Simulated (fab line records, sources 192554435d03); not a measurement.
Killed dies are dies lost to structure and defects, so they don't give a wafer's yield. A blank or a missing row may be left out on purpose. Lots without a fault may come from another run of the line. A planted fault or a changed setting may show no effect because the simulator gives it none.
Chamber matching | flow n5_finfet | N5_BEOL_M11_ETCH_61 on rie_diel-03: 4 sister chambers
The step etches SiARC in CF4, target depth 39 nm, time 65 s. 18 wafers are shown with their chamber, then 9 later ones without.

WAFERS WITH THEIR CHAMBER
wafer  | chamber | showerhead_plenum_p_Torr (Torr) | drypump_motor_current_A (A) | throttle_valve_pct (%)
L075.2 | 0       | 2.21                            | 5.7                         | 15.95
L075.5 | 2       | 2.22                            | 6.2                         | 15.96
L075.6 | 1       | 2.04                            | 6.8                         | 16.00
L078.3 | 0       | 2.21                            | 5.7                         | 15.96
L078.4 | 3       | 2.06                            | 5.8                         | 15.30
L078.6 | 2       | 2.22                            | 6.2                         | 16.00
L081.2 | 1       | 2.04                            | 6.8                         | 16.02
L081.4 | 0       | 2.21                            | 5.7                         | 15.96
L081.6 | 0       | 2.21                            | 5.7                         | 15.96
L080.1 | 2       | 2.22                            | 6.2                         | 16.00
L080.2 | 3       | 2.06                            | 5.8                         | 15.33
L080.3 | 0       | 2.21                            | 5.7                         | 15.97
L089.1 | 2       | 2.21                            | 6.2                         | 16.02
L089.3 | 3       | 2.06                            | 5.8                         | 15.35
L089.4 | 1       | 2.04                            | 6.7                         | 16.05
L091.3 | 1       | 2.03                            | 6.8                         | 16.05
L091.4 | 0       | 2.20                            | 5.8                         | 15.98
L091.6 | 1       | 2.03                            | 6.8                         | 16.03

SIGNATURES (means of the wafers above)
reading                  | chamber 0 | chamber 1 | chamber 2 | chamber 3 | scatter within a chamber
showerhead_plenum_p_Torr | 2.2083    | 2.0360    | 2.2175    | 2.0600    | 0.00446
drypump_motor_current_A  | 5.717     | 6.780     | 6.200     | 5.800     | 0.0342
throttle_valve_pct       | 15.9633   | 16.0300   | 15.9950   | 15.3267   | 0.0198
Rule: a wafer's distance from a chamber is the root of the sum, over the readings, of the square of ((its reading less the chamber's mean) divided by the reading's scatter). The wafer belongs to the nearest chamber; if the next one is less than 2 further off, it can't be placed. The scatter: the root of (the sum of the squares of (reading less its chamber's mean) over the shown wafers, divided by (wafers less chambers)).

WAFERS WITHOUT THEIR CHAMBER
wafer  | showerhead_plenum_p_Torr (Torr) | drypump_motor_current_A (A) | throttle_valve_pct (%)
L090.2 | 2.03                            | 6.8                         | 16.06
L090.3 | 2.06                            | 5.8                         | 15.36
L090.5 | 2.03                            | 6.8                         | 16.06
L092.2 | 2.03                            | 6.8                         | 16.05
L092.4 | 2.21                            | 6.2                         | 16.03
L092.6 | 2.21                            | 6.2                         | 16.02
L094.1 | 2.20                            | 5.7                         | 16.03
L094.2 | 2.05                            | 5.8                         | 15.38
L094.3 | 2.03                            | 6.8                         | 16.05

WHICH CHAMBER EACH WENT THROUGH
wafer  | from the rows above | in truth
L090.2 | 1                   | 1
L090.3 | 3                   | 3
L090.5 | 1                   | 1
L092.2 | 1                   | 1
L092.4 | 2                   | 2
L092.6 | 2                   | 2
L094.1 | 0                   | 0
L094.2 | 3                   | 3
L094.3 | 1                   | 1
Placed correctly: 9 of 9. Can't be placed from these rows: 0. Placed wrongly: 0.
